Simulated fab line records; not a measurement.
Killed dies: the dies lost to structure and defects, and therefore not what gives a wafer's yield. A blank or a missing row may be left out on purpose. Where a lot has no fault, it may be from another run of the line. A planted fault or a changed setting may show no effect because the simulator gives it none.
fab line records	flow n5Finfet	part 2 of 2: steps 4 to 6 of 6
record lots=20	wafers=60	lastDay=21
route steps=1938 shown DUMMY_REMOVAL@378 HKMG_FIN@401 GATE_CUT@466
lots with no fault: from the same line, run without faults
startH: hours from the record's first day to the start of the lot's first wafer shown	waitH: time in hours since the lot's previous step	" repeats the value in the row above	L1.1+2: one row covering several wafers at once	- value missing, or start not given	* or withheld: withheld	< > ~ a bound
route shown NAME@n: a module of which the file shows steps, and the number in the route of the first	usual: mean/standard deviation taken from wafers without a fault	same: alike in all rows	chamber/n: place in a boat	sites: each site's reading	_std_site: the values' standard deviation	_edge_site: inner sites' mean taken away from outer sites' mean	radiusMm: for every site, how far away it sits from the centre of the wafer	mask NAME#n: copy n	behind: the last tool/chamber to shape the wafer	hold: the reason the lot was held/the length of the hold in hours/how it ended	device: which transistor (n, p or np) failed to switch	end of line: tests of these same wafers at the route's end	a step with no rows: only its recipe	killed: dies lost to structure and defects at the first sort, not the wafer's yield	map: the dies of a wafer, with x for killed, . for not killed, _ for no die there
set.NAME: setting as actually run; set.NAME@STEP: the setting as run at that earlier step	model.NAME: the simulator's own value behind a step, which no gauge read
the route's steps for a sample of lots (tables are steps, rows are wafers)
services: a tool's chamber out of use, with start hour (startH, from the record's first day; less than 0 if before it), hours out, and reason
## steps
# step N5_HKMG_FIN_ALD_72
# recipe material=W	targetThkA=20	tempC=300	pressureTorr=7.5	aldPrecursorFamily=WF6	aldCoReactant=B2H6	pulseTimeS=1	purgeTimeS=2	coReactantPurgeTimeS=2	coReactantPulseTimeS=3	aldCycles=7
# usual heaterPowerOuterW=284/22	heaterPowerW=486/22	precursorPulseHeightRel=0.999/0.019	susceptorTempC=299.95/0.18
lot.wafer	tool	chamber	startH	waitH	heaterPowerOuterW	heaterPowerW	precursorPulseHeightRel	susceptorTempC
L074.1	cvdW-02	0	76.82	0.2	279	493	1.000	299.86
L074.4	"	0	"	"	289	484	0.984	299.66
L074.6	"	1	"	"	291	480	0.980	300.03
L075.2	cvdW-02	1	82.69	0.2	293	478	1.036	300.14
L075.3	"	1	"	"	288	493	1.028	300.20
L075.4	"	0	"	"	272	467	1.002	300.01
L076.2	cvdW-01	0	89.76	0.2	310	503	0.983	299.89
L076.4	"	0	"	"	304	515	0.988	299.87
L076.6	"	1	"	"	254	461	1.001	299.95
L077.2	cvdW-01	1	94.85	0.2	245	457	0.985	300.20
L077.3	"	0	"	"	317	517	1.015	299.90
L077.5	"	1	"	"	247	458	1.034	300.16
L079.4	cvdW-02	0	110.93	0.2	281	472	0.987	300.38
L079.5	"	0	"	"	288	480	0.992	299.83
L079.6	"	1	"	"	286	488	0.995	300.00
L080.2	cvdW-01	0	115.56	0.2	306	517	1.001	300.26
L080.4	"	1	"	"	256	470	0.996	300.05
L080.5	"	1	"	"	249	463	0.982	300.04
L081.3	cvdW-02	0	120.74	0.2	284	479	1.009	300.08
L081.5	"	0	"	"	284	477	1.005	300.00
L081.6	"	1	"	"	290	480	1.013	300.23
L082.3	cvdW-02	0	124.10	0.2	281	477	1.000	300.17
L082.4	"	1	"	"	290	484	0.984	299.92
L082.6	"	0	"	"	297	479	0.985	299.97
L083.2	cvdW-01	0	129.98	0.2	308	512	1.026	299.60
L083.3	"	0	"	"	314	502	1.004	299.53
L083.6	"	0	"	"	307	514	0.984	299.48
L085.2	cvdW-01	1	147.04	0.2	252	459	0.974	299.96
L085.3	"	0	"	"	311	503	1.011	300.00
L085.4	"	1	"	"	254	457	1.001	300.29
L086.2	cvdW-02	0	151.04	0.2	283	483	1.012	299.97
L086.3	"	0	"	"	288	478	1.006	299.99
L086.4	"	1	"	"	292	479	0.999	299.89
L087.1	cvdW-02	1	154.22	0.2	286	494	1.009	299.88
L087.2	"	0	"	"	292	483	1.025	299.72
L087.6	"	1	"	"	288	486	1.035	299.79
L088.2	cvdW-01	0	160.99	0.2	313	516	0.962	300.18
L088.5	"	1	"	"	247	465	0.968	300.14
L088.6	"	0	"	"	310	516	0.974	299.91
L089.1	cvdW-01	0	167.23	0.2	317	517	1.024	299.88
L089.2	"	1	"	"	251	453	0.981	299.78
L089.4	"	1	"	"	252	465	0.988	299.94
L091.3	cvdW-02	1	180.37	0.2	285	488	1.011	299.67
L091.4	"	0	"	"	283	486	0.991	299.76
L091.5	"	0	"	"	294	492	0.979	299.63
L092.2	cvdW-02	0	187.67	0.2	287	474	0.987	300.00
L092.3	"	1	"	"	286	475	0.988	299.90
L092.5	"	0	"	"	291	476	1.007	300.01
L093.2	cvdW-02	1	192.07	0.2	292	491	0.992	299.88
L093.3	"	1	"	"	283	484	1.002	299.79
L093.6	"	0	"	"	287	487	0.988	300.26
L094.2	cvdW-01	1	204.08	0.2	245	471	0.965	300.14
L094.3	"	1	"	"	242	472	1.005	299.81
L094.4	"	0	"	"	312	519	1.013	299.86
L095.1	cvdW-01	0	206.90	0.2	318	514	0.998	299.94
L095.2	"	1	"	"	254	467	0.992	300.00
L095.6	"	1	"	"	256	463	0.996	300.00
L097.4	cvdW-01	1	218.11	0.2	256	466	1.012	299.95
L097.5	"	1	"	"	251	463	1.014	299.94
L097.6	"	0	"	"	306	530	0.999	300.07
# step N5_GATE_CUT_ETCH_56
# recipe chemistry=Cl2/Ar	target=TiN	targetDepthA=216	pressureMtorr=10	icpW=600	biasW=60	Cl2_flow_sccm=40	Ar_flow_sccm=60
# usual biasW=59.99/0.2	chamberPressureMTorr=10.000/0.01	drypumpMotorCurrentA=6.0/0.41	heBacksideLeakSccm=3.42/0.23	oesProductAu=0.77/0.14	throttleValvePct=20.7/0.32
lot.wafer	tool	chamber	startH	waitH	biasW	chamberPressureMTorr	drypumpMotorCurrentA	heBacksideLeakSccm	oesProductAu	rfHoursCounterH	throttleValvePct
L074.1	rieMetal-03	1	77.85	0.1	60.24	9.989	5.6	3.34	0.73	67	20.2
L074.4	"	0	"	"	59.88	9.978	6.2	3.66	0.59	-	20.8
L074.6	"	1	"	"	60.26	9.991	5.6	3.46	0.74	-	20.2
L075.2	rieMetal-02	0	83.73	0.1	59.85	9.980	6.6	3.57	0.62	125	21.0
L075.3	"	1	"	"	60.16	9.999	5.8	3.23	0.96	-	20.6
L075.4	"	0	"	"	59.77	10.015	6.6	3.80	0.62	-	21.0
L076.2	rieMetal-03	0	90.79	0.1	60.15	10.001	6.2	3.68	0.59	142	20.8
L076.4	"	1	"	"	59.99	10.014	5.6	3.03	0.74	-	20.2
L076.6	"	1	"	"	59.99	10.018	5.5	3.12	0.73	-	20.2
L077.2	rieMetal-03	1	95.89	0.1	60.17	9.984	5.6	3.11	0.74	68	20.2
L077.3	"	0	"	"	60.07	10.006	6.2	3.59	0.60	-	20.8
L077.5	"	1	"	"	60.07	10.004	5.6	3.36	0.74	-	20.2
L079.4	rieMetal-02	0	111.97	0.1	60.22	9.982	6.6	3.62	0.61	-	21.0
L079.5	"	1	"	"	59.54	10.001	5.7	3.10	0.93	-	20.7
L079.6	"	0	"	"	60.07	9.994	6.6	3.79	0.62	-	21.0
L080.2	rieMetal-01	1	116.78	0.2	59.76	9.979	6.7	3.38	0.63	-	21.4
L080.4	"	1	"	"	59.64	10.007	6.7	3.31	0.63	-	21.4
L080.5	"	1	"	"	59.73	10.012	6.7	3.16	0.61	-	21.4
L081.3	rieMetal-02	1	121.79	0.1	60.39	9.988	5.7	3.10	0.92	-	20.6
L081.5	"	0	"	"	59.84	9.995	6.6	3.74	0.61	-	21.0
L081.6	"	1	"	"	59.99	9.998	5.7	3.22	0.93	-	20.6
L082.3	rieMetal-02	0	125.14	0.1	60.10	9.997	6.6	3.61	0.60	-	21.0
L082.4	"	1	"	"	59.83	9.997	5.7	3.27	0.93	-	20.6
L082.6	"	1	"	"	59.93	10.007	5.7	3.34	0.93	-	20.7
L083.2	rieMetal-03	1	131.17	0.2	59.89	10.003	5.6	3.32	0.73	-	20.2
L083.3	"	1	"	"	59.57	10.017	5.6	3.37	0.73	-	20.2
L083.6	"	1	"	"	60.05	9.994	5.6	3.24	0.72	-	20.2
L085.2	rieMetal-02	1	148.07	0.1	59.68	10.007	5.7	3.31	0.92	6	20.7
L085.3	"	0	"	"	59.97	10.004	6.6	3.78	0.60	-	21.0
L085.4	"	1	"	"	59.88	10.011	5.7	3.38	0.93	-	20.6
L086.2	rieMetal-03	1	152.08	0.1	60.01	10.023	5.6	3.66	0.72	71	20.2
L086.3	"	0	"	"	60.00	9.996	6.2	3.37	1.01	-	20.6
L086.4	"	1	"	"	60.18	9.989	5.6	3.64	0.72	-	20.2
L087.1	rieMetal-02	1	155.25	0.1	60.09	9.988	5.7	3.26	0.92	7	20.6
L087.2	"	0	"	"	59.93	9.988	6.6	3.32	0.59	128	21.0
L087.6	"	0	"	"	60.08	10.015	6.6	3.65	0.61	-	21.0
L088.2	rieMetal-03	0	162.02	0.1	60.31	10.004	6.2	3.65	1.00	1	20.6
L088.5	"	0	"	"	60.03	9.999	6.2	3.59	0.99	-	20.6
L088.6	"	1	"	"	60.04	9.996	5.5	3.26	0.72	-	20.2
L089.1	rieMetal-02	0	168.27	0.1	60.01	10.010	6.6	3.51	0.60	129	21.0
L089.2	"	1	"	"	59.84	10.010	5.7	3.37	0.90	7	20.7
L089.4	"	1	"	"	60.08	10.004	5.7	3.40	0.91	-	20.7
L091.3	rieMetal-02	1	181.64	0.2	60.29	10.014	5.7	3.35	0.89	-	20.7
L091.4	"	1	"	"	60.23	10.004	5.7	3.37	0.90	-	20.7
L091.5	"	1	"	"	60.31	9.977	5.7	3.34	0.90	-	20.7
L092.2	rieMetal-02	1	188.88	0.2	59.97	9.997	5.7	3.25	0.88	-	20.7
L092.3	"	1	"	"	60.10	9.998	5.7	3.35	0.88	-	20.7
L092.5	"	1	"	"	60.02	10.005	5.7	3.27	0.89	-	20.7
L093.2	rieMetal-03	0	193.30	0.1	59.98	9.990	6.2	3.42	0.96	4	20.6
L093.3	"	1	"	"	59.78	9.995	5.6	3.09	0.72	-	20.2
L093.6	"	0	"	"	60.20	9.994	6.2	3.42	0.97	-	20.6
L094.2	rieMetal-03	1	205.12	0.1	59.89	10.005	5.6	3.41	0.72	76	20.2
L094.3	"	0	"	"	60.13	9.978	6.2	3.32	0.95	-	20.6
L094.4	"	1	"	"	60.49	9.994	5.6	3.58	0.72	-	20.3
L095.1	rieMetal-03	1	207.94	0.1	59.93	9.996	5.6	3.32	0.71	77	20.3
L095.2	"	0	"	"	59.77	9.995	6.2	3.30	0.94	5	20.6
L095.6	"	1	"	"	59.83	10.008	5.6	3.21	0.71	-	20.3
L097.4	rieMetal-03	1	219.25	0.1	59.74	10.025	5.6	3.47	0.71	-	20.3
L097.5	"	1	"	"	59.60	10.001	5.6	3.54	0.71	-	20.3
L097.6	"	0	"	"	59.94	10.027	6.2	3.38	0.94	-	20.6
# step N5_GATE_CUT_CD_MEAS_13
# recipe targetCdNm=20	landingEnergyEv=500	detector=seInlens
# usual cdNm=19.97/0.3
lot.wafer	tool	chamber	startH	waitH	cdNm
L074.1	cdSem-01	0	81.52	-	19.95
L074.4	"	0	"	"	20.17
L074.6	"	0	"	"	20.09
L075.2	cdSem-01	0	87.30	-	20.16
L075.3	"	0	"	"	20.42
L075.4	"	0	"	"	19.93
L076.2	cdSem-01	0	94.22	-	19.53
L076.4	"	0	"	"	19.65
L076.6	"	0	"	"	20.05
L077.2	cdSem-01	0	99.68	-	20.39
L077.3	"	0	"	"	19.88
L077.5	"	0	"	"	20.71
L079.4	cdSem-01	0	115.39	-	19.62
L079.5	"	0	"	"	19.86
L079.6	"	0	"	"	20.24
L080.2	cdSem-03	0	120.34	-	19.80
L080.4	"	0	"	"	19.97
L080.5	"	0	"	"	20.11
L081.3	cdSem-03	0	125.33	-	19.98
L081.5	"	0	"	"	20.29
L081.6	"	0	"	"	19.83
L082.3	cdSem-01	0	128.64	-	20.11
L082.4	"	0	"	"	19.68
L082.6	"	0	"	"	19.64
L083.2	cdSem-03	0	135.12	-	20.00
L083.3	"	0	"	"	20.13
L083.6	"	0	"	"	19.91
L085.2	cdSem-02	0	151.64	-	20.08
L085.3	"	0	"	"	19.87
L085.4	"	0	"	"	19.83
L086.2	cdSem-01	0	155.51	-	19.56
L086.3	"	0	"	"	19.62
L086.4	"	0	"	"	19.32
L087.1	cdSem-01	0	158.75	-	20.07
L087.2	"	0	"	"	19.52
L087.6	"	0	"	"	19.51
L088.2	cdSem-03	0	165.58	-	20.25
L088.5	"	0	"	"	19.99
L088.6	"	0	"	"	20.35
L089.1	cdSem-01	0	171.90	-	19.88
L089.2	"	0	"	"	19.77
L089.4	"	0	"	"	19.63
L091.3	cdSem-01	0	185.54	-	20.72
L091.4	"	0	"	"	19.89
L091.5	"	0	"	"	20.03
L092.2	cdSem-01	0	192.56	-	20.26
L092.3	"	0	"	"	19.85
L092.5	"	0	"	"	19.92
L093.2	cdSem-03	0	196.73	-	20.58
L093.3	"	0	"	"	20.17
L093.6	"	0	"	"	20.27
L094.2	cdSem-03	0	208.60	-	19.75
L094.3	"	0	"	"	19.82
L094.4	"	0	"	"	19.36
L095.1	cdSem-01	0	211.54	-	19.96
L095.2	"	0	"	"	19.83
L095.6	"	0	"	"	19.95
L097.4	cdSem-03	0	222.70	-	20.65
L097.5	"	0	"	"	20.16
L097.6	"	0	"	"	20.41
## services
tool	chamber	startH	hours	kind
rieDiel-04	-	50.82	2.8	pm
rieDiel-01	0	54.23	13.5	repair
rieDiel-03	0	56.45	17.9	repair
rieDiel-03	3	73.73	36.7	repair
rieDiel-04	3	94.76	1.6	repair
rieDiel-05	-	95.09	0.1	repair
rieDiel-01	-	114.20	2.8	pm
rieDiel-03	2	115.16	18.1	repair
rieMetal-03	0	127.76	-	clean
rieMetal-03	0	127.76	21.4	scheduledDown
rieDiel-06	3	141.41	1.3	repair
rieDiel-06	3	156.83	2.9	repair
rieDiel-02	-	169.40	14.6	pm
rieDiel-05	3	183.44	8.8	repair
rieDiel-01	3	191.56	-	clean
rieDiel-01	3	191.56	-	consumableReplace:focusRing
rieDiel-01	3	191.56	22.6	scheduledDown
rieDiel-01	3	191.56	22.6	ventCycle
rieDiel-02	-	192.18	1.3	repair
rieDiel-03	0	206.78	4.0	repair
rieMetal-01	-	210.33	1.8	repair
rieDiel-02	2	210.62	5.7	repair
rieDiel-06	0	211.17	17.1	repair
rieDiel-05	3	216.50	6.9	repair
